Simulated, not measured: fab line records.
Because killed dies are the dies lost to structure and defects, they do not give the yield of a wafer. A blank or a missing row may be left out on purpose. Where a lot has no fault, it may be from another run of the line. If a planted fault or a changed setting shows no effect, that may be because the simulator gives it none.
fab line records -- flow n5Finfet
record lots=4, wafers=12, lastDay=17
route steps=1938 shown HKMG_FIN@407 BEOL_M4@1111 PASSIVATION@1936
lots untouched by any fault: they come from a run of this same line in which no faults occurred
startH: hours from the record's opening day to when the first of the lot's shown wafers began -- waitH: hours elapsed since this lot's preceding step -- " same as the row above -- L1.1+2: a single row standing in for several wafers -- - either no value or no given start -- * or withheld: withheld -- < > ~ a bound
route shown NAME@n: a module of which the file shows steps, and the number in the route of the first -- usual: mean/standard deviation taken from wafers without a fault -- same: alike in all rows -- chamber/n: place in a boat -- sites: readings site by site -- _std_site: their standard deviation -- _edge_site: inner sites' mean taken away from outer sites' mean -- radiusMm: how far each site lies from the wafer's centre -- mask NAME#n: copy n -- behind: the tool/chamber that last shaped the wafer -- hold: what put the lot on hold/how long, in hours/how the hold closed -- device: the n, p or np transistor that did not switch -- end of line: tests run on the same wafers once the route is complete -- a step with no rows: only its recipe -- killed: the dies lost at the first sort to structure and to defects; this is not the yield of the wafer -- map: per-die view of a wafer (x killed, . not killed, _ where there is no die)
set.NAME: the setting as run; set.NAME@STEP: as run at that earlier step -- model.NAME: the simulator's own value behind a step, which no gauge read
a table for each step, a row for each wafer; lots at some steps of the route
services: from which hour (startH, from the record's first day; less than 0 if before it) a tool's chamber was out of use, for how many hours, and why
## steps
# step N5_HKMG_FIN_STRIP_93
# recipe chemistry=N2/H2, material=SOC, timeS=20, powerW=500, tempC=40, pressureMtorr=50, rfFrequencyHz=6e+07, biasPowerW=8, h2Frac=0.5, n2FlowSccm=300, h2FlowSccm=300
# step N5_HKMG_FIN_WET_ETCH_76
# recipe chemistry=dNH4OH, mix=1:50, tempC=25, target=Al2O3, stopOn=La2O3, targetDepthNm=2.25, dry=ipaMarangoni, rinseTimeS=30, rinseTempC=23
# step N5_HKMG_FIN_STRIP_60
# recipe chemistry=N2/H2, powerW=2500, tempC=300, h2Frac=0.65, timeS=360, pressureMtorr=withheld, n2FlowSccm=1750, h2FlowSccm=3250
# step N5_HKMG_FIN_WET_ETCH_77
# recipe chemistry=dHCl, mix=1:10000, tempC=25, target=La2O3, stopOn=HfO2, targetDepthNm=2
# step N5_HKMG_FIN_WET_ETCH_78
# recipe chemistry=dNH4OH, mix=1:50, tempC=25, target=Al2O3, stopOn=La2O3, targetDepthNm=4.5, dry=ipaMarangoni, rinseTimeS=30, rinseTempC=23
# step N5_HKMG_FIN_ALD_79
# recipe material=TiN, targetThkA=15, tempC=400, aldPrecursorFamily=TiCl4, aldCoReactant=NH3, pulseTimeS=1, purgeTimeS=3, coReactantPurgeTimeS=2, coReactantPulseTimeS=2, aldCycles=68, pressureTorr=3
# step N5_HKMG_FIN_CVD_62
# recipe material=a-Si, targetThkA=30, tempC=500, precursor=Si2H6, pressureTorr=1, timeS=20.8
# step N5_HKMG_FIN_RTA_80
# recipe tempC=withheld, timeS=2, ambient=N2, idleTempC=600, rampUpCPerS=150, rampDownCPerS=60, coolToC=600
# step N5_HKMG_FIN_PRECLEAN_64
# recipe chemistry=dHF, timeS=30, tempC=25, dilution=withheld
# step N5_HKMG_FIN_WET_ETCH_65
# recipe chemistry=TMAH, tempC=70, concWtPct=5, target=a-Si, stopOn=TiN, timeS=49, targetDepthNm=3
# step N5_HKMG_FIN_WET_ETCH_81
# recipe chemistry=SC1, target=TiN, stopOn=HfO2, mix=1:1:5, tempC=60, timeS=57, targetDepthNm=6
# step N5_HKMG_FIN_WET_ETCH_82
# recipe chemistry=dHCl, mix=1:10000, tempC=25, target=La2O3, stopOn=HfO2, targetDepthNm=2, dry=ipaMarangoni, rinseTimeS=30, rinseTempC=23
# step N5_HKMG_FIN_ALD_36
# recipe material=TiN, targetThkA=10, tempC=400, aldPrecursorFamily=TiCl4, aldCoReactant=NH3, pulseTimeS=1, purgeTimeS=3, coReactantPurgeTimeS=2, coReactantPulseTimeS=2, aldCycles=47, pressureTorr=3
# usual aldCycles=47/0, chamberPressureTorr=2.999/0.0063, heaterPowerW=849/130, precursorPulseHeightRel=1.002/0.022
# same coReactantPurgeTimeS=2
lot.wafer,tool,chamber,startH,waitH,aldCycles,chamberPressureTorr,heaterPowerW,precursorPulseHeightRel
L126.4,aldMetal-01,0,79.39,0.0,47,2.994,653,1.006
L126.5,aldMetal-01,1,79.39,0.0,47,2.996,658,1.023
L126.6,aldMetal-01,0,79.39,0.0,47,3.000,667,0.986
L140.1,aldMetal-01,2,163.79,0.0,38,2.996,799,0.999
L140.4,aldMetal-01,1,163.79,0.0,38,3.021,660,0.986
L140.5,aldMetal-01,3,163.79,0.0,47,3.001,971,1.048
L142.2,aldMetal-01,0,175.49,0.0,47,2.996,641,0.975
L142.3,aldMetal-01,2,175.49,0.0,38,3.006,825,0.965
L142.6,aldMetal-01,3,175.49,0.0,47,3.002,999,0.992
L147.3,aldMetal-03,1,211.18,0.0,47,2.989,872,1.003
L147.5,aldMetal-03,1,211.18,0.0,47,3.000,884,0.983
L147.6,aldMetal-03,2,211.18,0.0,47,3.002,1101,1.003
# step N5_HKMG_FIN_PWFM_ALD_03
# recipe material=TiN, targetThkA=20, tempC=400, aldPrecursorFamily=TiCl4, aldCoReactant=NH3, pulseTimeS=1, purgeTimeS=3, coReactantPurgeTimeS=2, coReactantPulseTimeS=2, aldCycles=91, pressureTorr=3
# step N5_HKMG_FIN_COAT_29
# recipe resist=SOC, tempC=250, timeS=60, spinRpm=1500, resistThkNm=300
# step N5_HKMG_FIN_COAT_30
# recipe resist=SiARC, tempC=220, timeS=60, spinRpm=1500, resistThkNm=35
# step N5_HKMG_FIN_COAT_06
# recipe resist=CAR-ArF, spinRpm=1500, resistThkNm=90
# step N5_HKMG_FIN_EBR_08
# recipe solvent=PGMEA, ebrWidthMm=1.5
# step N5_HKMG_FIN_SOFTBAKE_07
# recipe tempC=110, timeS=60, resist=CAR-ArF
# step N5_HKMG_FIN_EXPOSE_09
# recipe maskId=NWFM, na=1.35, sourceShape=conventional, sigmaOuter=0.8, polarization=unpolarized, doseMj=39.25
# step N5_HKMG_FIN_PEB_10
# recipe pebTempC=withheld, pebTimeS=60, resist=CAR-ArF
# step N5_HKMG_FIN_DEVELOP_11
# recipe developTimeS=30, developer=TMAH, resist=CAR-ArF, devTempC=23, rinseLiquid=diw, dry=airSpin
# step N5_HKMG_FIN_DESCUM_17
# recipe chemistry=O2, timeS=7.9, sourcePowerW=50, biasPowerW=20, pressureMtorr=20, rfFrequencyHz=2.712e+07, tempC=40, resist=CAR-ArF, o2FlowSccm=225
# step N5_HKMG_FIN_ETCH_31
# recipe chemistry=CF4, target=SiARC, targetDepthA=455, maskMaterial=CAR-ArF, timeS=75.8, ionEnergyEv=80, pressureMtorr=40, sourceW=545, biasW=36, Ar_flow_sccm=100, cf4FlowSccm=100, ends=cleared
# step N5_HKMG_FIN_ETCH_32
# recipe chemistry=N2/H2, target=SOC, targetDepthA=2400, tempC=40, timeS=300, ionEnergyEv=200, maskMaterial=SiARC, pressureMtorr=30, sourceW=840, biasW=150, n2FlowSccm=200, h2FlowSccm=200
# step N5_HKMG_FIN_STRIP_33
# recipe chemistry=N2/H2, tempC=40, n2FlowSccm=200, h2FlowSccm=200, rfFrequencyHz=6e+07
# step N5_HKMG_FIN_STRIP_34
# recipe chemistry=CF4, resist=SiARC, powerW=300, biasPowerW=75, pressureMtorr=50, cf4FlowSccm=150, rfFrequencyHz=6e+07
# step N5_HKMG_FIN_ETCH_35
# recipe chemistry=N2/H2, target=SOC, targetDepthA=2158, ionEnergyEv=65, biasW=5, sourceW=3000, timeS=243.4, pressureMtorr=30, n2FlowSccm=200, h2FlowSccm=200
# step N5_HKMG_FIN_STRIP_92
# recipe chemistry=N2/H2, material=SOC, timeS=20, powerW=500, tempC=40, pressureMtorr=50, rfFrequencyHz=6e+07, biasPowerW=8, h2Frac=0.5, n2FlowSccm=300, h2FlowSccm=300
# step N5_HKMG_FIN_WET_ETCH_18
# recipe chemistry=SC1, target=TiN, mix=1:1:5, tempC=*, timeS=55, targetDepthNm=5.2, dry=ipaMarangoni, rinseTimeS=30, rinseTempC=23
# step N5_HKMG_FIN_STRIP_19
# recipe chemistry=N2/H2, powerW=2500, tempC=300, h2Frac=0.65, timeS=360, pressureMtorr=withheld, n2FlowSccm=1750, h2FlowSccm=3250
# step N5_HKMG_FIN_ALD_91
# recipe material=TiN, targetThkA=10, tempC=400, aldPrecursorFamily=TiCl4, aldCoReactant=NH3, pulseTimeS=1, purgeTimeS=3, coReactantPurgeTimeS=2, coReactantPulseTimeS=2, aldCycles=47, pressureTorr=3
# step N5_HKMG_FIN_COAT_85
# recipe resist=SOC, tempC=250, timeS=60, spinRpm=1500, resistThkNm=300
# step N5_HKMG_FIN_ETCH_86
# recipe chemistry=N2/H2, target=SOC, targetDepthA=3932, stopOn=TiN, ionEnergyEv=100, biasW=61, pressureMtorr=30, sourceW=850, n2FlowSccm=200, h2FlowSccm=200
# step N5_HKMG_FIN_STRIP_89
# recipe chemistry=N2/H2, material=SOC, timeS=20, powerW=500, tempC=40, pressureMtorr=50, rfFrequencyHz=6e+07, biasPowerW=8, h2Frac=0.5, n2FlowSccm=300, h2FlowSccm=300
# step N5_HKMG_FIN_WET_ETCH_87
# recipe chemistry=SC1, target=TiN, mix=1:2:40, tempC=50, timeS=154.2, targetDepthNm=4.7, dry=ipaMarangoni, rinseTimeS=30, rinseTempC=23
# step N5_HKMG_FIN_STRIP_88
# recipe chemistry=N2/H2, powerW=2500, tempC=300, h2Frac=0.65, timeS=360, pressureMtorr=withheld, n2FlowSccm=1750, h2FlowSccm=3250
# step N5_HKMG_FIN_NWFM_ALD_20
# recipe material=TiAlC, targetThkA=20, tempC=300, aldPrecursorFamily=TiCl4, aldCoReactant=TEA, pulseTimeS=3, purgeTimeS=2, coReactantPurgeTimeS=2, coReactantPulseTimeS=10, aldCycles=7, pressureTorr=3
# step N5_BEOL_M4_RC_MEAS_101
# usual DIBL_N=36.4/1.4, DIBL_P=36.3/1.8, IOFF_N=0.163/0.024, IOFF_P=0.21/0.034, ION_N=673/11, ION_P=461/7.4, SS_N=71.6/0.52, SS_P=73.3/0.58, VT_N=249.4/2.5, VT_P=-250/3.5, VT_P_LONG=-274.6/2.7, VT_P_LVT=-98.3/2.7
lot.wafer,tool,chamber,startH,waitH,DIBL_N[mV/V],DIBL_P[mV/V],IOFF_N[nA/um],IOFF_P[nA/um],ION_N[uA/um],ION_P[uA/um],SS_N[mV/dec],SS_P[mV/dec],VT_N[mV],VT_P[mV],VT_P_LONG[mV],VT_P_LVT[mV]
L126.4,prober-02,0,171.12,0.5,39.4,40.4,0.228,0.27,679,461,72.8,74.5,245.1,-249,-275.7,-96.8
L126.5,prober-02,0,171.12,0.5,36.9,37.2,0.180,0.23,667,455,71.5,72.9,249.7,-249,-278.6,-98.9
L126.6,prober-02,0,171.12,0.5,35.9,36.5,0.157,0.20,679,468,71.0,72.3,248.3,-250,-274.9,-99.5
L140.1,prober-01,0,260.20,0.0,36.1,37.3,0.168,0.18,678,449,72.5,73.5,248.1,-257,-281.3,-104.8
L140.4,prober-01,0,260.20,0.0,33.9,34.3,0.118,0.14,659,444,71.5,72.2,255.4,-256,-284.0,-108.6
L140.5,prober-01,0,260.20,0.0,35.8,36.7,0.162,0.22,672,463,71.8,72.5,249.3,-247,-275.5,-98.0
L142.2,prober-01,0,266.76,0.2,35.9,36.8,0.161,0.21,685,467,71.5,73.3,248.3,-249,-275.6,-99.0
L142.3,prober-01,0,266.76,0.2,35.8,36.6,0.169,0.15,693,454,70.8,72.5,246.7,-256,-280.8,-106.0
L142.6,prober-01,0,266.76,0.2,35.4,35.5,0.153,0.19,673,458,70.7,72.3,248.1,-251,-274.0,-99.2
L147.3,prober-02,0,300.44,0.3,36.6,32.3,0.148,0.16,665,447,71.3,72.9,253.0,-256,-278.3,-101.9
L147.5,prober-02,0,300.44,0.3,36.6,33.5,0.160,0.18,679,456,71.4,73.5,248.1,-256,-276.0,-100.8
L147.6,prober-02,0,300.44,0.3,35.2,31.7,0.131,0.16,664,454,71.5,73.3,250.8,-254,-275.3,-102.5
# step N5_PASSIVATION_PROBE_49
# usual defectLimitedYield=91.4/1.6, killed_at_M0_to_M3=34/12, killed_at_M4_up=13/5.2, killedAtContacts=11/5.5, killedAtFrontEnd=40/13, killedAtOther=3.4/2.7, killedDies=102/19, killedOpen=66/15, killedShort=33/7.9, sort_bin_5_function=5.1/1.1, sort_bin_6_memory=3.2/0.7, sortNPass=1078/19, sortYieldPct=91.4/1.6
# same grossDies=1180, killedAtBackSide=0, sort_bin_4_leakage[%]=0, sort_bin_8_speed[%]=0
lot.wafer,tool,chamber,startH,waitH,defectLimitedYield[%],killed_at_M0_to_M3,killed_at_M4_up,killedAtContacts,killedAtFrontEnd,killedAtOther,killedDies,killedOpen,killedShort,sort_bin_5_function[%],sort_bin_6_memory[%],sortNPass,sortYieldPct[%]
L140.1,prober-01,-,381.01,0.0,87.5,50,14,12,69,2,147,98,47,7.0,4.7,1033,87.5
# killed by level:class
L140.1 STI_FIN_REVEAL:geometricParticle:open=17 BEOL_M0_SAQP:geometricParticle:open=14 BEOL_M0_SAQP:geometricParticle:short=13 FIN_SAQP:geometricParticle:open=12 BEOL_M2:geometricParticle:open=9 DUMMY_GATE:geometricParticle:open=7 MOL_CONTACT_COAG:geometricParticle:open=7 BEOL_M3:geometricParticle:open=7
## services
tool,chamber,startH,hours,kind
aldMetal-03,3,65.19,24.9,repair
aldMetal-01,-,181.28,2.8,pm
## key
firstSign step=N5_HKMG_FIN_ALD_36, reading=aldCycles, direction=down, sigmas=99+, usual=*, struck=*
effect step=N5_BEOL_M4_RC_MEAS_101, reading=VT_P_LVT, direction=down, sigmas=3, usual=-98.3, struck=-106.5
effect step=N5_BEOL_M4_RC_MEAS_101, reading=VT_P_LONG, direction=down, sigmas=2.8, usual=-274.6, struck=-282.1
metAt N5_HKMG_FIN_ALD_36
struckWafers L140.1,L140.4,L142.3
onsetBetween 79.39 163.79
fault kind=processParameterDrift, tool=aldMetal-01, chamber=-, onsetH=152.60, steps=N5_HKMG_FIN_ALD_36, channel=aldCycles, offset=*, shape=step, endH=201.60, scope=struckWafersOnly, actsIn=*, stated=*
